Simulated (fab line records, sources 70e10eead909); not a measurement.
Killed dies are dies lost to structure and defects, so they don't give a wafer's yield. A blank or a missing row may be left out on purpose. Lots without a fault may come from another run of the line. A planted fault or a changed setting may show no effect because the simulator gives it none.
fab line records | flow nand_harc
record lots=12 wafers=36 last_day=24
route steps=1159 shown A_CONTACT@912 A_BONDPAD@1079 END@1159
lots that met no fault: from a run of the same line without faults
start_h: hours from the record's first day to the start of the lot's first wafer shown | wait_h: hours since the lot's step before | " the same as in the row above | L1.1+2: a row that stands for several wafers | - no value, or no start given | * or withheld: withheld | < > ~ a bound
route shown NAME@n: a module of which the file shows steps, and the number in the route of the first | usual: mean/standard deviation of fault-free wafers | same: alike in all rows | chamber/n: place in a boat | sites: the reading at each site | _std_site: their standard deviation | _edge_site: outer sites' mean less inner sites' | radius_mm: how far each site lies from the wafer's centre | mask NAME#n: copy n | behind: the tool/chamber that last shaped the wafer | hold: why the lot was held/for how many hours/how that ended | device: the transistor (n, p or np) that didn't switch | end of line: the same wafers' tests at the end of the route | a step without rows: its recipe alone | killed: dies lost to structure and defects at the first sort, not the wafer's yield | map: a wafer's dies, x killed, . not, _ none there
set.NAME: the setting as run; set.NAME@STEP: as run at that earlier step | model.NAME: the simulator's own value behind a step, which no gauge read
steps of the route over a sample of lots; a table a step, a row a wafer
services: from which hour (start_h, from the record's first day; less than 0 if before it) a tool's chamber was out of use, for how many hours, and why
## steps
# step NHARC_A_CONTACT_ETCH_132
# recipe source_w=withheld pressure_mtorr=20 bias_v=1200 time_s=156 target_depth_a=9580 ar_flow_sccm=withheld c4f8_flow_sccm=withheld o2_flow_sccm=withheld chemistry=C4F8/O2/Ar
# columns lot.wafer tool chamber start_h wait_h rf_hours_counter_h
L351.3 har_cap_etch-03 0 384.69 0.2 -
L351.4 " 1 " " -
L351.6 " 0 " " -
L352.3 har_cap_etch-02 0 387.20 0.1 -
L352.5 " 1 " " -
L352.6 " 0 " " -
L353.1 har_cap_etch-03 1 388.80 0.1 87
L353.4 " 1 " " -
L353.3 " 0 " " -
L354.4 har_cap_etch-03 0 414.07 0.1 -
L354.5 " 1 " " -
L354.6 " 0 " " -
L355.1 har_cap_etch-02 0 417.91 0.1 16
L355.6 " 1 " " -
L355.5 " 0 " " -
L356.2 har_cap_etch-03 1 426.26 0.1 92
L356.4 " 1 " " -
L356.3 " 0 " " -
L358.1 har_cap_etch-02 0 427.43 0.1 18
L358.4 " 0 " " -
L358.5 " 0 " " -
L359.1 har_cap_etch-01 0 443.59 0.1 68
L359.3 " 0 " " -
L359.5 " 0 " " -
L362.2 har_cap_etch-03 0 462.26 0.1 99
L362.6 " 1 " " -
L362.5 " 0 " " -
L365.2 har_cap_etch-01 0 464.80 0.1 73
L365.4 " 0 " " -
L365.5 " 1 " " -
L368.1 har_cap_etch-03 1 493.21 0.1 103
L368.3 " 0 " " -
L368.4 " 1 " " -
L369.1 har_cap_etch-03 1 511.01 0.1 107
L369.4 " 0 " " -
L369.6 " 1 " " -
# step NHARC_A_BONDPAD_STRIP_15
# recipe o2_flow_sccm=500 ar_flow_sccm=0 bias_w=0 chemistry=O2
# usual drypump_motor_current_A=5.5/0.37 oes_product_au=1.002/0.0096 rf_vpp_V=57.9/0.87 showerhead_plenum_p_Torr=3.56/0.16 throttle_valve_pct=17.036/0.0088
# same bias_w=0
# columns lot.wafer tool chamber start_h wait_h drypump_motor_current_A oes_product_au rf_hours_counter_h rf_vpp_V showerhead_plenum_p_Torr throttle_valve_pct
L351.4 rie_diel-01 1 415.05 0.1 5.6 1.000 30 56.8 3.75 17.040
L351.3 " 3 " " 5.0 1.002 24 57.9 3.63 17.051
L351.6 " 0 " " 5.5 1.000 - 57.9 3.50 17.033
L352.3 rie_diel-04 3 418.14 0.1 5.3 0.992 4 57.0 3.51 17.037
L352.5 " 3 " " 5.3 0.987 - 57.2 3.51 17.042
L352.6 " 0 " " 5.1 1.010 - 58.2 3.65 17.028
L353.3 rie_diel-04 0 418.65 0.1 5.1 1.017 4 57.3 3.65 17.052
L353.4 " 1 " " 6.2 1.015 4 58.9 3.31 17.043
L353.1 " 3 " " 5.3 1.015 4 57.1 3.51 17.025
L354.4 rie_diel-04 1 448.62 0.1 6.2 1.023 5 57.9 3.30 17.047
L354.5 " 2 " " 5.7 1.013 - 58.8 3.75 17.034
L354.6 " 3 " " 5.3 1.003 - 59.2 3.51 17.037
L355.1 rie_diel-04 2 450.31 0.1 5.7 1.017 6 57.9 3.75 17.036
L355.5 " 3 " " 5.3 0.993 - 57.1 3.51 17.033
L355.6 " 0 " " 5.1 1.029 - 59.0 3.65 17.040
L356.4 rie_diel-04 1 455.62 0.1 6.1 1.012 5 57.0 3.30 17.054
L356.2 " 2 " " 5.7 1.011 6 58.1 3.76 17.032
L356.3 " 3 " " 5.3 0.991 5 57.8 3.51 17.044
L358.1 rie_diel-01 1 460.91 0.1 5.7 1.001 51 57.8 3.74 17.030
L358.4 " 3 " " 5.0 1.007 40 57.9 3.62 17.047
L358.5 " 1 " " 5.7 0.998 - 59.3 3.74 17.035
L359.1 rie_diel-11 2 474.83 0.1 5.9 1.021 17 57.9 3.69 17.011
L359.3 " 3 " " 5.7 0.999 20 57.8 3.43 17.029
L359.5 " 1 " " 5.0 1.007 - 57.5 3.63 17.020
L362.2 rie_diel-04 3 491.11 0.1 5.3 0.992 1 58.3 3.51 17.031
L362.6 " 1 " " 6.2 0.995 - 58.3 3.30 17.042
L362.5 " 2 " " 5.7 0.989 - 58.9 3.75 17.035
L365.2 rie_diel-04 1 501.60 0.1 6.2 0.994 1 58.3 3.30 17.041
L365.4 " 2 " " 5.7 0.996 1 58.3 3.75 17.035
L365.5 " 0 " " 5.2 1.007 - 59.1 3.65 17.019
L368.4 rie_diel-04 2 524.31 0.1 5.7 0.993 2 56.1 3.75 17.034
L368.3 " 3 " " 5.3 1.001 2 57.2 3.51 17.040
L368.1 " 0 " " 5.1 0.995 2 58.9 3.65 17.039
L369.1 rie_diel-04 3 539.26 0.1 5.3 0.997 3 58.2 3.51 17.045
L369.4 " 1 " " 6.1 1.002 3 56.8 3.30 17.034
L369.6 " 0 " " 5.1 0.994 - 56.6 3.65 17.049
# step NHARC_A_BONDPAD_ETCH_24
# recipe target_depth_a=300 over_etch_frac=0.3 time_s=72.99 ion_energy_ev=150 cf4_flow_sccm=50 n2_flow_sccm=100 ar_flow_sccm=150 rf_w=300 bias_w=100 chemistry=CF4/N2
# usual bias_w=100.01/0.27 drypump_motor_current_A=5.6/0.39 oes_product_au=1.004/0.0089 rf_vpp_V=314.4/2.3 showerhead_plenum_p_Torr=2.64/0.12 throttle_valve_pct=19.794/0.0094
# columns lot.wafer tool chamber start_h wait_h bias_w drypump_motor_current_A oes_product_au rf_hours_counter_h rf_vpp_V showerhead_plenum_p_Torr throttle_valve_pct
L351.3 rie_diel-01 0 - - 99.95 5.5 0.995 34 313.6 2.61 19.804
L351.4 " 2 " " 100.08 5.7 0.993 32 315.0 2.67 19.812
L351.6 " 3 " " 99.85 5.0 0.998 - 314.9 2.70 19.794
L352.3 rie_diel-04 2 - - 99.99 5.7 1.004 4 316.8 2.80 19.791
L352.6 " 2 " " 100.22 5.7 1.007 - 317.3 2.80 19.789
L352.5 " 3 " " 99.68 5.3 1.004 - 314.8 2.61 19.789
L353.1 rie_diel-04 0 - - 99.73 5.1 1.015 4 315.4 2.72 19.792
L353.4 " 2 " " 100.40 5.7 1.008 5 316.5 2.80 19.803
L353.3 " 3 " " 100.33 5.3 0.988 4 313.3 2.61 19.786
L354.4 rie_diel-04 2 - - 100.11 5.7 1.018 5 317.3 2.80 19.803
L354.6 " 2 " " 99.93 5.7 1.032 - 316.8 2.80 19.793
L354.5 " 3 " " 100.41 5.3 1.003 - 313.7 2.61 19.778
L355.1 rie_diel-04 0 - - 99.78 5.2 1.018 5 314.7 2.72 19.793
L355.6 " 1 " " 99.39 6.1 1.014 - 311.3 2.46 19.785
L355.5 " 2 " " 99.68 5.7 1.019 - 316.4 2.80 19.795
L356.3 rie_diel-04 1 - - 99.61 6.2 1.020 6 309.9 2.46 19.783
L356.2 " 2 " " 100.13 5.7 1.009 6 317.4 2.80 19.789
L356.4 " 3 " " 99.61 5.3 1.004 5 313.5 2.61 19.801
L358.4 rie_diel-01 3 - - 100.04 5.0 1.013 40 315.5 2.69 19.804
L358.1 " 0 " " 99.92 5.5 1.000 46 313.9 2.60 19.787
L358.5 " 2 " " 100.16 5.7 0.997 - 316.3 2.66 19.789
L359.1 rie_diel-11 2 - - 99.83 5.9 1.009 17 317.9 2.75 19.798
L359.3 " 3 " " 100.01 5.7 0.995 20 313.1 2.56 19.803
L359.5 " 1 " " 100.26 5.0 1.010 - 315.6 2.70 19.801
L362.2 rie_diel-04 3 - - 100.32 5.3 0.999 1 313.2 2.61 19.806
L362.6 " 0 " " 100.20 5.1 0.990 - 315.5 2.72 19.812
L362.5 " 1 " " 99.98 6.2 1.010 - 310.5 2.46 19.778
L365.4 rie_diel-04 0 - - 99.77 5.1 0.995 1 315.2 2.72 19.798
L365.2 " 1 " " 100.18 6.1 1.006 1 312.4 2.46 19.787
L365.5 " 0 " " 99.96 5.1 1.004 - 315.5 2.72 19.792
L368.1 rie_diel-04 3 - - 100.43 5.3 1.012 2 314.3 2.61 19.783
L368.4 " 0 " " 99.83 5.1 1.001 2 315.9 2.72 19.791
L368.3 " 1 " " 100.89 6.1 1.008 2 311.9 2.46 19.804
L369.4 rie_diel-04 2 - - 99.91 5.7 1.000 3 317.6 2.80 19.792
L369.1 " 1 " " 100.41 6.2 1.002 3 310.9 2.46 19.787
L369.6 " 2 " " 100.13 5.7 1.011 - 316.9 2.80 19.789
# step NHARC_A_BONDPAD_DEGAS_25
# recipe temp_c=300 time_s=60
# usual heater_power_w=468/31
# columns lot.wafer tool chamber start_h wait_h heater_power_w
L351.4 pvd_sputter-03 - 415.58 - 465
L351.3 " - " " 440
L351.6 " - " " 461
L352.3 pvd_sputter-02 - 418.75 - 484
L352.6 " - " " 474
L352.5 " - " " 493
L353.4 pvd_sputter-03 - 419.19 - 449
L353.3 " - " " 492
L353.1 " - " " 442
L354.4 pvd_sputter-02 - 449.14 - 485
L354.5 " - " " 456
L354.6 " - " " 429
L355.1 pvd_sputter-02 - 450.83 - 469
L355.5 " - " " 448
L355.6 " - " " 439
L356.3 pvd_sputter-03 - 456.18 - 454
L356.4 " - " " 503
L356.2 " - " " 448
L358.4 pvd_sputter-01 - 461.47 - 462
L358.1 " - " " 395
L358.5 " - " " 490
L359.1 pvd_sputter-03 - 475.36 - 463
L359.3 " - " " 473
L359.5 " - " " 454
L362.2 pvd_sputter-03 - 491.65 - 468
L362.6 " - " " 467
L362.5 " - " " 488
L365.2 pvd_sputter-01 - 502.13 - 472
L365.4 " - " " 537
L365.5 " - " " 495
L368.3 pvd_sputter-01 - 524.87 - 491
L368.4 " - " " 454
L368.1 " - " " 391
L369.4 pvd_sputter-03 - 539.81 - 443
L369.1 " - " " 450
L369.6 " - " " 480
# step NHARC_END_SORT_01
# recipe temp_c=25
# usual killed_at_array=29/13 killed_at_other=0.7/1 killed_at_periphery=3.2/2.3 killed_dies=33/13 killed_open=3.3/1.7 killed_short=2.0/1.5
# same gross_dies=677
# columns lot.wafer tool chamber start_h wait_h killed_at_array killed_at_other killed_at_periphery killed_dies killed_open killed_short
L368.1 prober-02 0 554.61 2.5 125 0 5 130 1 3
L368.3 prober-02 0 556.23 3.1 134 0 3 137 6 1
L368.4 prober-02 0 557.04 3.4 126 0 0 126 2 1
L369.1 prober-01 0 572.27 2.5 149 0 1 150 2 1
L369.4 prober-01 0 574.68 3.4 147 0 1 148 2 1
L369.6 prober-01 0 576.28 4.0 148 0 1 149 2 1
# killed by level:class
L368.1 A_CONTACT:unspecified=102 A_SLIT:chamber_film_flake=7 A_CONTACT:chamber_film_flake=7 A_CHANNEL_HOLE_D1:chamber_film_flake=6 P_GATE:chamber_film_flake=4 P_M2:geometric_particle:short=1 A_CHANNEL_HOLE_D1:geometric_particle:short=1 A_WL_FILL:geometric_particle:short=1
L368.3 A_CONTACT:unspecified=102 A_SLIT:chamber_film_flake=12 A_CHANNEL_HOLE_D1:chamber_film_flake=8 A_CONTACT:chamber_film_flake=5 A_CHANNEL_FILL_D1:geometric_particle:open=2 P_GATE:geometric_particle:open=1 P_M1:geometric_particle:open=1 A_WL_FILL:geometric_particle:open=1
L368.4 A_CONTACT:unspecified=96 A_SLIT:chamber_film_flake=20 A_CONTACT:chamber_film_flake=4 A_WL_FILL:geometric_particle:short=1 A_WL_FILL:geometric_particle:open=1 A_CONTACT:geometric_particle:open=1 A_CHANNEL_HOLE_D1:chamber_film_flake=1 A_SGD_CUT:chamber_film_flake=1
L369.1 A_CONTACT:unspecified=100 A_SLIT:chamber_film_flake=21 A_CHANNEL_HOLE_D1:chamber_film_flake=20 A_CONTACT:chamber_film_flake=3 A_WL_FILL:chamber_film_flake=2 A_ONON_D1:geometric_particle:short=1 A_CONTACT:geometric_particle:open=1 A_M0:geometric_particle:open=1
L369.4 A_CONTACT:unspecified=107 A_CHANNEL_HOLE_D1:chamber_film_flake=22 A_SLIT:chamber_film_flake=11 A_CONTACT:chamber_film_flake=3 A_CHANNEL_FILL_D1:geometric_particle:open=1 A_CHANNEL_FILL_D1:geometric_particle:short=1 A_CONTACT:geometric_particle:open=1 P_STI:chamber_film_flake=1
L369.6 A_CONTACT:unspecified=104 A_CHANNEL_HOLE_D1:chamber_film_flake=19 A_SLIT:chamber_film_flake=12 A_CONTACT:chamber_film_flake=5 A_CONTACT:geometric_particle:open=2 A_CHANNEL_FILL_D1:chamber_film_flake=2 A_M1:chamber_film_flake=2 A_CHANNEL_FILL_D1:geometric_particle:short=1
## services
# columns tool chamber start_h hours kind
rie_diel-11 - 367.16 9.0 pm
rie_diel-04 0 371.47 - clean
rie_diel-04 1 371.47 - clean
rie_diel-04 2 371.47 - clean
rie_diel-04 3 371.47 - clean
pvd_sputter-02 - 392.05 10.0 pm
rie_diel-04 0 395.97 - clean
rie_diel-04 1 395.97 - clean
rie_diel-04 2 395.97 - clean
rie_diel-01 1 402.50 4.2 repair
pvd_sputter-01 - 413.62 4.7 repair
pvd_sputter-02 - 416.34 1.0 repair
pvd_sputter-02 - 420.97 1.0 repair
rie_diel-01 0 427.90 15.1 repair
rie_diel-01 3 436.30 5.6 repair
pvd_sputter-03 - 458.00 10.0 pm
rie_diel-04 3 464.16 2.4 repair
rie_diel-04 - 465.90 9.0 pm
rie_diel-01 2 468.70 7.5 repair
rie_diel-01 - 491.80 9.0 pm
rie_diel-11 0 495.03 1.5 repair
pvd_sputter-02 - 508.30 4.1 repair
pvd_sputter-01 - 514.02 10.0 pm
rie_diel-04 2 529.70 4.1 repair
## key
first_sign step=NHARC_END_SORT_01 reading=killed_at_array direction=up sigmas=8.6 usual=29 struck=138
effect step=NHARC_END_SORT_01 reading=killed_dies direction=up sigmas=8.4 usual=33 struck=140
more_kills_born_at NHARC_A_CONTACT_ETCH_132@har_cap_etch-03=582
met_at NHARC_A_CONTACT_ETCH_132
struck_lots L368,L369
tester_left_out L368,L369
not_acting_at NHARC_A_BONDPAD_STRIP_15,NHARC_A_BONDPAD_ETCH_24,NHARC_A_BONDPAD_DEGAS_25
onset_between 462.26 493.21
also_fits time
fault kind=chamber_particle_source tool=har_cap_etch-03 chamber=- onset_h=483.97 steps=NHARC_A_CONTACT_ETCH_132 rate_per_visit_cm2=1.9796 end_h=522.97
# tester_left_out: of these lots the tester's yield and bins aren't shown, on N5 and GAA mostly nor the transistor test; their killed dies are dies lost to structure and defects alone, not to doping, threshold or leakage, so they don't give the yield
